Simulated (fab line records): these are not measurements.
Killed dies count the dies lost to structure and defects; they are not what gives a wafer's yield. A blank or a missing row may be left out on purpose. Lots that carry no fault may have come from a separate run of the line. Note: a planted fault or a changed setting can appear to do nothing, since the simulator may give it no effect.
fab line records ; flow n5-finfet
record: lots: 7; wafers: 21
route steps=1938 shown BEOL_M10@1512 BEOL_M12@1604 BEOL_M13@1661 BEOL_M14@1743
start-h: hours from the record's first day to the start of the lot's first wafer shown ; wait-h: hours elapsed since this lot's preceding step ; " the same as in the row above ; L1.1+2: one row covering several wafers at once ; - either no value or no given start ; * or withheld: withheld ; < > ~ a bound
route shown NAME@n: a module of which the file shows steps, and the number in the route of the first ; usual: mean and standard deviation over wafers with no fault ; same: alike in all rows ; chamber/n: place in a boat ; sites: each site's reading ; _std_site: standard deviation across them ; _edge_site: inner sites' mean taken away from outer sites' mean ; radius-mm: how far each site lies from the wafer's centre ; mask NAME#n: copy n ; behind: the last tool/chamber to shape the wafer ; hold: cause of the lot's hold/its duration in hours/its outcome ; device: names the non-switching transistor (n, p or np) ; end of line: the route-end tests of the same wafers ; step lacking rows: just its recipe ; killed: count of dies lost to structure and defects at first sort (not the wafer's yield) ; map: a wafer's dies, x killed, . not, _ none there
set.NAME: the run value of the setting; set.NAME@STEP: its run value at that earlier step ; model.NAME: the simulator's own value behind a step, which no gauge read
lots whose settings were changed on purpose; a table a step, a row a wafer
== steps ==
step: N5_BEOL_M10_TRENCH_ETCH_37
recipe: chemistry: C4F6/O2; target-depth-a: 1488.3; target: SiCOH_lowk; time-s: 48; ion-energy-ev: 250; pressure-mtorr: 30; source-w: 345; bias-w: 185; Ar_flow_sccm: 300; C4F6_flow_sccm: 10; O2_flow_sccm: 10
lot.wafer;tool;chamber;start-h;wait-h;set.time-s;model.BEOL_M10.feature-depth-nm;model.etch.depth-nm
L079.1;rie-diel-05;3;-;-;48;148.4;148.4
L079.4;rie-diel-05;2;-;-;48;151.2;151.1
L079.5;rie-diel-05;3;-;-;48;147;147
L081.2;rie-diel-03;3;-;-;48;152.8;152.8
L081.3;rie-diel-03;2;-;-;48;150.2;150.1
L081.6;rie-diel-03;0;-;-;48;150;149.9
L083.1;rie-diel-05;0;-;-;48;155.2;155.2
L083.3;rie-diel-05;1;-;-;48;148.4;148.5
L083.5;rie-diel-05;1;-;-;48;149.4;149.3
L090.1;rie-diel-02;3;-;-;48;149.2;149.2
L090.5;rie-diel-02;0;-;-;43.15;131.2;131.1
L090.6;rie-diel-02;3;-;-;43.15;134;134.1
L091.1;rie-diel-05;2;-;-;48;149.6;149.7
L091.2;rie-diel-05;0;-;-;48;153.6;153.7
L091.5;rie-diel-05;0;-;-;44.16;142.6;142.6
L086.3;rie-diel-02;1;-;-;48;148.4;148.4
L086.5;rie-diel-02;0;-;-;56.63;170.2;170.1
L086.6;rie-diel-02;3;-;-;56.63;175.8;175.8
L092.4;rie-diel-05;0;-;-;48;153.8;153.8
L092.5;rie-diel-05;3;-;-;48;149.8;149.9
L092.6;rie-diel-05;2;-;-;48;146;146
step: N5_BEOL_M10_ETCH_41
recipe: chemistry: CH3F/O2; target: SiCN; target-depth-a: 426; taper-deg: 2; time-s: 86; ion-energy-ev: 120; mask-material: TiN; pressure-mtorr: 30; source-w: 395; bias-w: 75; Ar_flow_sccm: 150; CH3F_flow_sccm: 30; O2_flow_sccm: 20
step: N5_BEOL_M10_STRIP_77
recipe: chemistry: N2/H2; time-s: 10; power-w: 450; temp-c: 40; pressure-mtorr: 20; rf-frequency-hz: 6e+07; bias-power-w: 7; n2-flow-sccm: 200; h2-flow-sccm: 200
step: N5_BEOL_M10_OCD_MEAS_38
usual: trench-depth-nm: 148.9/2.7
lot.wafer;tool;chamber;start-h;wait-h;set.time-s@BEOL_M10_TRENCH_ETCH_37;trench-depth-nm
L079.1;ocd-02;-;308.15;-;48;148.0
L079.4;ocd-02;-;308.15;-;48;151.0
L079.5;ocd-02;-;308.15;-;48;147.4
L081.2;ocd-02;-;333.81;-;48;152.7
L081.3;ocd-02;-;333.81;-;48;150.5
L081.6;ocd-02;-;333.81;-;48;149.9
L083.1;ocd-02;-;356.45;-;48;155.5
L083.3;ocd-02;-;356.45;-;48;148.4
L083.5;ocd-02;-;356.45;-;48;149.2
L090.1;ocd-01;-;396.33;-;48;148.9
L090.5;ocd-01;-;396.33;-;43.15;131.6
L090.6;ocd-01;-;396.33;-;43.15;134.4
L091.1;ocd-02;-;396.64;-;48;149.8
L091.2;ocd-02;-;396.64;-;48;153.2
L091.5;ocd-02;-;396.64;-;44.16;142.2
L086.3;ocd-02;-;405.19;-;48;148.6
L086.5;ocd-02;-;405.19;-;56.63;170.5
L086.6;ocd-02;-;405.19;-;56.63;176.2
L092.4;ocd-02;-;418.74;-;48;154.1
L092.5;ocd-02;-;418.74;-;48;149.4
L092.6;ocd-02;-;418.74;-;48;145.9
step: N5_BEOL_M10_HM_STRIP_39
recipe: chemistry: peroxide-tin-strip; material: TiN; target-depth-a: 250; temp-c: 50; time-s: 158
step: N5_BEOL_M10_SRD_40
recipe: time-s: 30; temp-c: 23; rinse-liquid: diw; dry: ipa-marangoni
step: N5_BEOL_M10_PRECLEAN_42
recipe: chemistry: residue-remover; time-s: 60; temp-c: 40
step: N5_BEOL_M10_SRD_43
recipe: time-s: 30; temp-c: 23; rinse-liquid: diw; dry: ipa-marangoni
step: N5_BEOL_M10_CD_MEAS_35
recipe: target-cd-nm: 70; polarity: opening
usual: cd-nm: 70.1/0.67
lot.wafer;tool;chamber;start-h;wait-h;set.dose-mj@BEOL_M10_EXPOSE_08;cd-nm
L079.1;cd-sem-03;-;308.30;0.0;53.75;69.5
L079.4;cd-sem-03;-;308.30;0.0;53.75;69.4
L079.5;cd-sem-03;-;308.30;0.0;53.75;69.8
L081.2;cd-sem-02;-;333.96;0.0;53.75;69.2
L081.3;cd-sem-02;-;333.96;0.0;53.75;69.8
L081.6;cd-sem-02;-;333.96;0.0;53.75;69.9
L083.1;cd-sem-02;-;356.61;0.0;53.75;71.0
L083.3;cd-sem-02;-;356.61;0.0;53.75;70.0
L083.5;cd-sem-02;-;356.61;0.0;57.07;73.4
L090.1;cd-sem-03;-;396.48;0.0;53.75;70.0
L090.5;cd-sem-03;-;396.48;0.0;53.75;69.2
L090.6;cd-sem-03;-;396.48;0.0;50.66;66.6
L091.1;cd-sem-01;-;396.79;0.0;53.75;69.6
L091.2;cd-sem-01;-;396.79;0.0;53.75;70.9
L091.5;cd-sem-01;-;396.79;0.0;53.75;69.9
L086.3;cd-sem-03;-;405.34;0.0;53.75;69.9
L086.5;cd-sem-03;-;405.34;0.0;51.29;67.8
L086.6;cd-sem-03;-;405.34;0.0;53.75;70.2
L092.4;cd-sem-02;-;418.89;0.0;53.75;71.2
L092.5;cd-sem-02;-;418.89;0.0;53.75;70.1
L092.6;cd-sem-02;-;418.89;0.0;53.75;70.6
step: N5_BEOL_M10_CURE_72
recipe: temp-c: 370; time-s: 120; ambient: DMADMS/He; material: SiCOH_lowk
step: N5_BEOL_M10_DEGAS_44
recipe: ambient: vacuum; temp-c: 250; time-s: 60
step: N5_BEOL_M10_ECD_50
recipe: material: Cu; target-thk-a: 3180
step: N5_BEOL_M10_ANNEAL_51
recipe: temp-c: 225; time-s: 90; ambient: N2
step: N5_BEOL_M10_CMP_52
recipe: stop-on: SiCOH_lowk; t-overpolish-s: 7; down-force-psi: 1; platen-rpm: 50; clearing-platen-down-force-psi: 1.5; clearing-platen-rpm: 50; post-cmp-clean: cu-alkaline; target-thk-nm: 140; clearing-platen-pad-velocity-m-s: 0.99484; pad-velocity-m-s: 0.99484
lot.wafer;tool;chamber;start-h;wait-h;set.time-s@BEOL_M10_TRENCH_ETCH_37;model.Cu_of_BEOL_M10_ECD_50.thk-nm
L079.1;cmp-04;0;311.67;0.3;48;139
L079.4;cmp-04;1;311.67;0.3;48;143
L079.5;cmp-04;2;311.67;0.3;48;140.2
L081.3;cmp-03;1;335.57;0.2;48;141.6
L081.2;cmp-03;2;335.57;0.2;48;142
L081.6;cmp-03;3;335.57;0.2;48;141.4
L083.1;cmp-03;1;359.28;0.3;48;147.2
L083.3;cmp-03;2;359.28;0.3;48;139
L083.5;cmp-03;0;359.28;0.3;48;140.8
L090.1;cmp-04;3;400.13;0.3;48;138.2
L090.6;cmp-04;2;400.13;0.3;43.15;126.2
L090.5;cmp-04;3;400.13;0.3;43.15;120.8
L091.2;cmp-01;2;400.49;0.2;48;145.8
L091.1;cmp-01;3;400.49;0.2;48;140.2
L091.5;cmp-01;2;400.49;0.2;44.16;134.8
L086.3;cmp-01;0;408.64;0.2;48;139.2
L086.5;cmp-01;3;408.64;0.2;56.63;162.8
L086.6;cmp-01;0;408.64;0.2;56.63;166.6
L092.4;cmp-03;0;420.78;0.2;48;144.8
L092.6;cmp-03;1;420.78;0.2;48;138.6
L092.5;cmp-03;2;420.78;0.2;48;141.8
step: N5_BEOL_M10_THK_MEAS_53
recipe: thk-meas-gauge: xrf; reads: Cu_of_BEOL_M10_ECD_50
usual: M10_THK: 138/3.1
lot.wafer;tool;chamber;start-h;wait-h;set.time-s@BEOL_M10_TRENCH_ETCH_37;M10_THK[nm]
L079.1;film-metro-02;-;311.88;-;48;137
L079.4;film-metro-02;-;311.88;-;48;141
L079.5;film-metro-02;-;311.88;-;48;139
L081.2;film-metro-01;-;335.79;-;48;141
L081.3;film-metro-01;-;335.79;-;48;141
L081.6;film-metro-01;-;335.79;-;48;140
L083.1;film-metro-01;-;359.53;-;48;144
L083.3;film-metro-01;-;359.53;-;48;137
L083.5;film-metro-01;-;359.53;-;48;138
L090.1;film-metro-02;-;400.39;-;48;135
L090.5;film-metro-02;-;400.39;-;43.15;119
L090.6;film-metro-02;-;400.39;-;43.15;124
L091.1;film-metro-02;-;400.75;-;48;139
L091.2;film-metro-02;-;400.75;-;48;144
L091.5;film-metro-02;-;400.75;-;44.16;134
L086.3;film-metro-02;-;408.90;-;48;137
L086.5;film-metro-02;-;408.90;-;56.63;161
L086.6;film-metro-02;-;408.90;-;56.63;163
L092.4;film-metro-02;-;420.97;-;48;143
L092.5;film-metro-02;-;420.97;-;48;141
L092.6;film-metro-02;-;420.97;-;48;138
step: N5_BEOL_M10_PRE_CLEAN_55
recipe: gas: NH3; time-s: 15; temp-c: withheld; rf-power-w: 300
step: N5_BEOL_M10_DEP_56
recipe: material: SiCN; target-thk-a: 150; temp-c: withheld; precursor: 3MS/NH3; pressure-torr: 3; rf-w: 202; time-s: 26.5
step: N5_BEOL_M10_RS_MEAS_57
recipe: thk-meas-gauge: four-point-probe; reads: Cu_of_BEOL_M10_ECD_50+Co_of_BEOL_M10_CVD_75+TaN_of_BEOL_M10_ALD_74
usual: M10_RS: 0.151/0.0033
lot.wafer;tool;chamber;start-h;wait-h;set.time-s@BEOL_M10_TRENCH_ETCH_37;M10_RS[ohm/sq]
L079.1;film-metro-01;-;312.05;0.1;48;0.152
L079.4;film-metro-01;-;312.05;0.1;48;0.147
L079.5;film-metro-01;-;312.05;0.1;48;0.151
L081.2;film-metro-01;-;335.92;0.1;48;0.149
L081.3;film-metro-01;-;335.92;0.1;48;0.149
L081.6;film-metro-01;-;335.92;0.1;48;0.149
L083.1;film-metro-02;-;359.67;0.1;48;0.143
L083.3;film-metro-02;-;359.67;0.1;48;0.152
L083.5;film-metro-02;-;359.67;0.1;48;0.150
L090.1;film-metro-02;-;400.56;0.1;48;0.153
L090.5;film-metro-02;-;400.56;0.1;43.15;0.178
L090.6;film-metro-02;-;400.56;0.1;43.15;0.169
L091.1;film-metro-02;-;400.89;0.1;48;0.151
L091.2;film-metro-02;-;400.89;0.1;48;0.145
L091.5;film-metro-02;-;400.89;0.1;44.16;0.157
L086.3;film-metro-02;-;409.05;0.1;48;0.152
L086.5;film-metro-02;-;409.05;0.1;56.63;0.128
L086.6;film-metro-02;-;409.05;0.1;56.63;0.125
L092.4;film-metro-02;-;421.10;0.0;48;0.146
L092.5;film-metro-02;-;421.10;0.0;48;0.149
L092.6;film-metro-02;-;421.10;0.0;48;0.152
step: N5_BEOL_M12_COAT_58
recipe: resist: BARC; temp-c: 205; time-s: 60; spin-rpm: 1500; resist-thk-nm: 89
lot.wafer;tool;chamber;start-h;wait-h;set.spin-rpm;model.BARC_of_BEOL_M12_COAT_58.thk-nm
L079.1+5;litho-track-01;0;322.84;0.0;1500;89
L079.4;litho-track-01;0;322.84;0.0;1563;87.4
L081.2+3;litho-track-04;0;343.72;0.0;1361;93
L081.6;litho-track-04;0;343.72;0.0;1500;88.6
L083.1;litho-track-03;0;368.85;0.0;1420;91.8
L083.3;litho-track-03;0;368.85;0.0;1500;89.4
L083.5;litho-track-03;0;368.85;0.0;1500;89.8
L090.1+5;litho-track-01;0;406.70;0.0;1500;89.2
L090.6;litho-track-01;0;406.70;0.0;1338;94.4
L091.1+5;litho-track-03;0;406.92;0.0;1500;89
L091.2;litho-track-03;0;406.92;0.0;1357;93.8
L086.3;litho-track-03;0;416.92;0.0;1500;89
L086.5+6;litho-track-03;0;416.92;0.0;1500;89.2
L092.4;litho-track-01;0;428.92;0.0;1500;89
L092.5;litho-track-01;0;428.92;0.0;1500;88.6
L092.6;litho-track-01;0;428.92;0.0;1500;88.8
step: N5_BEOL_M12_COAT_04
recipe: spin-rpm: 1625; resist-thk-nm: 400
step: N5_BEOL_M12_EBR_06
recipe: solvent: PGMEA; ebr-width-mm: 1.5
step: N5_BEOL_M12_DESCUM_15
recipe: chemistry: O2; time-s: 7.9; source-power-w: 50; bias-power-w: 20; pressure-mtorr: 20; rf-frequency-hz: 2.712e+07; temp-c: 40; o2-flow-sccm: 225
step: N5_BEOL_M12_ETCH_59
recipe: chemistry: N2/H2; target: BARC; target-depth-a: 890; overetch-a: 267; time-s: 67.9; ion-energy-ev: 200; pressure-mtorr: 30; source-w: 840; bias-w: 150; n2-flow-sccm: 200; h2-flow-sccm: 200
lot.wafer;tool;chamber;start-h;wait-h;set.spin-rpm@BEOL_M12_COAT_58;model.etch.depth-nm
L079.1;rie-diel-02;3;323.23;0.0;1500;89.02
L079.4;rie-diel-02;1;323.23;0.0;1563;87.49
L079.5;rie-diel-02;3;323.23;0.0;1500;88.94
L081.2;rie-diel-02;0;344.24;0.0;1361;92.98
L081.3;rie-diel-02;1;344.24;0.0;1361;92.91
L081.6;rie-diel-02;1;344.24;0.0;1500;88.55
L083.1;rie-diel-05;2;369.25;0.0;1420;91.77
L083.3;rie-diel-05;3;369.25;0.0;1500;89.41
L083.5;rie-diel-05;0;369.25;0.0;1500;89.77
L090.1;rie-diel-02;0;407.22;0.0;1500;89.14
L090.5;rie-diel-02;0;407.22;0.0;1500;89.27
L090.6;rie-diel-02;3;407.22;0.0;1338;94.3
L091.1;rie-diel-03;2;407.44;0.0;1500;89.01
L091.2;rie-diel-03;3;407.44;0.0;1357;93.76
L091.5;rie-diel-03;1;407.44;0.0;1500;89.05
L086.3;rie-diel-05;2;417.44;0.0;1500;89.03
L086.5;rie-diel-05;1;417.44;0.0;1500;89.22
L086.6;rie-diel-05;0;417.44;0.0;1500;89.2
L092.4;rie-diel-05;2;429.44;0.0;1500;89.04
L092.5;rie-diel-05;0;429.44;0.0;1500;88.69
L092.6;rie-diel-05;1;429.44;0.0;1500;88.75
step: N5_BEOL_M12_VIA_ETCH_16
recipe: chemistry: C4F8/O2/Ar; target: SiOC; pressure-mtorr: 30; source-w: 3000; bias-w: 700; Ar_flow_sccm: 400; C4F8_flow_sccm: 15; O2_flow_sccm: 8; he-inner-torr: 15; he-outer-torr: 30; target-depth-a: 7248; time-s: withheld; ion-energy-ev: 250; ends: cleared
step: N5_BEOL_M12_STRIP_63
recipe: chemistry: N2/H2; power-w: 1000; temp-c: 250; h2-frac: 0.65; overash-fraction: 0.3; pressure-mtorr: 1000; n2-flow-sccm: 1750; h2-flow-sccm: 3250
step: N5_BEOL_M12_STRIP_64
recipe: chemistry: N2/H2; power-w: 1000; temp-c: 250; h2-frac: 0.65; overash-fraction: 0.3; pressure-mtorr: withheld; n2-flow-sccm: 1750; h2-flow-sccm: 3250
usual: strip-time-to-endpoint-s: 31.35/0.075
lot.wafer;tool;chamber;start-h;wait-h;set.spin-rpm@BEOL_M12_COAT_58;strip-time-to-endpoint-s
L079.1;plasma-asher-01;1;323.83;0.0;1500;31.33
L079.4;plasma-asher-01;0;323.83;0.0;1563;30.87
L079.5;plasma-asher-01;0;323.83;0.0;1500;31.30
L081.2;plasma-asher-02;0;344.55;0.0;1361;32.45
L081.3;plasma-asher-02;0;344.55;0.0;1361;32.42
L081.6;plasma-asher-02;1;344.55;0.0;1500;31.18
L083.1;plasma-asher-02;1;369.56;0.0;1420;32.10
L083.3;plasma-asher-02;0;369.56;0.0;1500;31.42
L083.5;plasma-asher-02;1;369.56;0.0;1500;31.53
L090.1;plasma-asher-01;1;407.53;0.0;1500;31.35
L090.5;plasma-asher-01;0;407.53;0.0;1500;31.39
L090.6;plasma-asher-01;1;407.53;0.0;1338;32.82
L091.1;plasma-asher-01;1;407.75;0.0;1500;31.32
L091.2;plasma-asher-01;0;407.75;0.0;1357;32.67
L091.5;plasma-asher-01;0;407.75;0.0;1500;31.34
L086.3;plasma-asher-01;0;417.77;0.0;1500;31.32
L086.5;plasma-asher-01;0;417.77;0.0;1500;31.37
L086.6;plasma-asher-01;1;417.77;0.0;1500;31.37
L092.4;plasma-asher-01;0;429.77;0.0;1500;31.34
L092.5;plasma-asher-01;0;429.77;0.0;1500;31.21
L092.6;plasma-asher-01;1;429.77;0.0;1500;31.25
step: N5_BEOL_M13_COAT_58
recipe: resist: BARC; temp-c: 205; time-s: 60; spin-rpm: 1500; resist-thk-nm: 89
lot.wafer;tool;chamber;start-h;wait-h;set.spin-rpm;model.BARC_of_BEOL_M13_COAT_58.thk-nm
L079.1;litho-track-05;0;333.06;0.0;1500;89.4
L079.4;litho-track-05;0;333.06;0.0;1500;89.6
L079.5;litho-track-05;0;333.06;0.0;1562;87.6
L081.2;litho-track-05;0;351.61;0.0;1398;92.2
L081.3;litho-track-05;0;351.61;0.0;1500;89.2
L081.6;litho-track-05;0;351.61;0.0;1398;92.4
L083.1;litho-track-05;0;373.14;0.0;1500;89.4
L083.3;litho-track-05;0;373.14;0.0;1643;85.4
L083.5;litho-track-05;0;373.14;0.0;1643;85.6
L090.1;litho-track-05;0;411.97;0.0;1500;89.6
L090.5;litho-track-05;0;411.97;0.0;1563;87.4
L090.6;litho-track-05;0;411.97;0.0;1500;89.4
L091.1;litho-track-02;0;414.80;0.0;1430;91
L091.2;litho-track-02;0;414.80;0.0;1430;91.2
L091.5;litho-track-02;0;414.80;0.0;1500;89
L086.3;litho-track-02;0;421.44;0.0;1577;86.8
L086.5;litho-track-02;0;421.44;0.0;1500;89
L086.6;litho-track-02;0;421.44;0.0;1500;88.8
L092.4;litho-track-02;0;433.88;0.0;1500;89
L092.5;litho-track-02;0;433.88;0.0;1500;88.8
L092.6;litho-track-02;0;433.88;0.0;1500;88.6
step: N5_BEOL_M13_COAT_04
recipe: spin-rpm: 1625; resist-thk-nm: 400
step: N5_BEOL_M13_EBR_06
recipe: solvent: PGMEA; ebr-width-mm: 1.5
step: N5_BEOL_M13_DESCUM_15
recipe: chemistry: O2; time-s: 7.9; source-power-w: 50; bias-power-w: 20; pressure-mtorr: 20; rf-frequency-hz: 2.712e+07; temp-c: 40; o2-flow-sccm: 225
step: N5_BEOL_M13_ETCH_59
recipe: chemistry: N2/H2; target: BARC; target-depth-a: 890; overetch-a: 267; time-s: 67.9; ion-energy-ev: 200; pressure-mtorr: 30; source-w: 840; bias-w: 150; n2-flow-sccm: 200; h2-flow-sccm: 200
lot.wafer;tool;chamber;start-h;wait-h;set.spin-rpm@BEOL_M13_COAT_58;model.etch.depth-nm
L079.1;rie-diel-01;3;333.45;0.0;1500;89.37
L079.4;rie-diel-01;1;333.45;0.0;1500;89.68
L079.5;rie-diel-01;1;333.45;0.0;1562;87.56
L081.2;rie-diel-04;0;352.13;0.0;1398;92.14
L081.3;rie-diel-04;1;352.13;0.0;1500;89.29
L081.6;rie-diel-04;3;352.13;0.0;1398;92.48
L083.1;rie-diel-01;3;373.53;0.0;1500;89.44
L083.3;rie-diel-01;2;373.53;0.0;1643;85.41
L083.5;rie-diel-01;1;373.53;0.0;1643;85.54
L090.1;rie-diel-06;0;412.50;0.0;1500;89.66
L090.5;rie-diel-06;2;412.50;0.0;1563;87.46
L090.6;rie-diel-06;1;412.50;0.0;1500;89.48
L091.1;rie-diel-06;2;415.24;0.0;1430;91.09
L091.2;rie-diel-06;1;415.24;0.0;1430;91.28
L091.5;rie-diel-06;0;415.24;0.0;1500;89.02
L086.3;rie-diel-06;1;421.96;0.0;1577;86.78
L086.5;rie-diel-06;1;421.96;0.0;1500;89.01
L086.6;rie-diel-06;2;421.96;0.0;1500;88.9
L092.4;rie-diel-01;0;434.40;0.0;1500;88.96
L092.5;rie-diel-01;1;434.40;0.0;1500;88.87
L092.6;rie-diel-01;0;434.40;0.0;1500;88.56
step: N5_BEOL_M13_VIA_ETCH_16
recipe: chemistry: C4F8/O2/Ar; target: SiOC; pressure-mtorr: 30; source-w: 3000; bias-w: 700; Ar_flow_sccm: 400; C4F8_flow_sccm: 15; O2_flow_sccm: 8; he-inner-torr: 15; he-outer-torr: 30; target-depth-a: 9217; time-s: withheld; ion-energy-ev: 250; ends: cleared
step: N5_BEOL_M13_STRIP_63
recipe: chemistry: N2/H2; power-w: 1000; temp-c: 250; h2-frac: 0.65; overash-fraction: 0.3; pressure-mtorr: 1000; n2-flow-sccm: 1750; h2-flow-sccm: 3250
step: N5_BEOL_M13_STRIP_64
recipe: chemistry: N2/H2; power-w: 1000; temp-c: 250; h2-frac: 0.65; overash-fraction: 0.3; pressure-mtorr: withheld; n2-flow-sccm: 1750; h2-flow-sccm: 3250
usual: strip-time-to-endpoint-s: 31.35/0.083
lot.wafer;tool;chamber;start-h;wait-h;set.spin-rpm@BEOL_M13_COAT_58;strip-time-to-endpoint-s
L079.1;plasma-asher-02;0;333.80;0.0;1500;31.42
L079.4;plasma-asher-02;1;333.80;0.0;1500;31.50
L079.5;plasma-asher-02;1;333.80;0.0;1562;30.90
L081.2;plasma-asher-01;1;352.48;0.0;1398;32.21
L081.3;plasma-asher-01;0;352.48;0.0;1500;31.42
L081.6;plasma-asher-01;1;352.48;0.0;1398;32.31
L083.1;plasma-asher-01;0;373.88;0.0;1500;31.44
L083.3;plasma-asher-01;0;373.88;0.0;1643;30.29
L083.5;plasma-asher-01;1;373.88;0.0;1643;30.30
L090.1;plasma-asher-01;1;412.85;0.0;1500;31.50
L090.5;plasma-asher-01;0;412.85;0.0;1563;30.89
L090.6;plasma-asher-01;1;412.85;0.0;1500;31.46
L091.1;plasma-asher-01;0;415.61;0.0;1430;31.91
L091.2;plasma-asher-01;1;415.61;0.0;1430;31.96
L091.5;plasma-asher-01;0;415.61;0.0;1500;31.31
L086.3;plasma-asher-01;0;422.33;0.0;1577;30.68
L086.5;plasma-asher-01;1;422.33;0.0;1500;31.30
L086.6;plasma-asher-01;0;422.33;0.0;1500;31.28
L092.4;plasma-asher-02;0;434.77;0.0;1500;31.30
L092.5;plasma-asher-02;0;434.77;0.0;1500;31.29
L092.6;plasma-asher-02;1;434.77;0.0;1500;31.18
step: N5_BEOL_M14_PEB_26
recipe: peb-temp-c: 130; peb-time-s: 90
lot.wafer;tool;chamber;start-h;wait-h;set.peb-temp-c
L079.1+4;litho-track-03;0;340.32;0.1;130
L079.5;litho-track-03;0;340.32;0.1;132.2
L081.2;litho-track-02;0;359.99;0.0;132.3
L081.3+6;litho-track-02;0;359.99;0.0;130
L083.1+3;litho-track-03;0;385.08;0.1;127.4
L083.5;litho-track-03;0;385.08;0.1;130
L090.1+5+6;litho-track-02;0;419.07;0.1;132.6
L091.1+2;litho-track-04;0;421.82;0.1;130
L091.5;litho-track-04;0;421.82;0.1;127.2
L086.3;litho-track-02;0;430.44;0.0;128.2
L086.5+6;litho-track-02;0;430.44;0.0;130
L092.4+5+6;litho-track-04;0;447.99;0.0;130
== key ==
split: step: N5_BEOL_M10_TRENCH_ETCH_37; setting: time-s; stated: 48; by: wafer
response: step: N5_BEOL_M10_TRENCH_ETCH_37; reading: model.BEOL_M10.feature-depth-nm; change: +1.39; per: 1%; r: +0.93
response: step: N5_BEOL_M10_TRENCH_ETCH_37; reading: model.etch.depth-nm; change: +1.39; per: 1%; r: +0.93
response: step: N5_BEOL_M10_OCD_MEAS_38; reading: trench-depth-nm; change: +1.39; per: 1%; r: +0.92
response: step: N5_BEOL_M10_CMP_52; reading: model.Cu_of_BEOL_M10_ECD_50.thk-nm; change: +1.37; per: 1%; r: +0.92
response: step: N5_BEOL_M10_THK_MEAS_53; reading: M10_THK; change: +1.33; per: 1%; r: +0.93
response: step: N5_BEOL_M10_RS_MEAS_57; reading: M10_RS; change: -0.00151; per: 1%; r: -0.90
split: step: N5_BEOL_M12_COAT_58; setting: spin-rpm; stated: 1500; by: wafer
response: step: N5_BEOL_M12_COAT_58; reading: model.BARC_of_BEOL_M12_COAT_58.thk-nm; change: -0.475; per: 1%; r: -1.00
response: step: N5_BEOL_M12_ETCH_59; reading: model.etch.depth-nm; change: -0.468; per: 1%; r: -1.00
response: step: N5_BEOL_M12_STRIP_64; reading: strip-time-to-endpoint-s; change: *; per: 1%; r: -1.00
split: step: N5_BEOL_M13_COAT_58; setting: spin-rpm; stated: 1500; by: wafer
response: step: N5_BEOL_M13_COAT_58; reading: model.BARC_of_BEOL_M13_COAT_58.thk-nm; change: -0.434; per: 1%; r: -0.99
response: step: N5_BEOL_M13_ETCH_59; reading: model.etch.depth-nm; change: -0.439; per: 1%; r: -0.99
response: step: N5_BEOL_M13_STRIP_64; reading: strip-time-to-endpoint-s; change: *; per: 1%; r: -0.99
split: step: N5_BEOL_M14_PEB_26; setting: peb-temp-c; stated: 130; by: wafer
response none in this file
split outside-this-file step=N5_BEOL_M10_EXPOSE_08 setting=dose-mj
split outside-this-file: this setting was split too, and the file shows its column; the key of that split is in another file
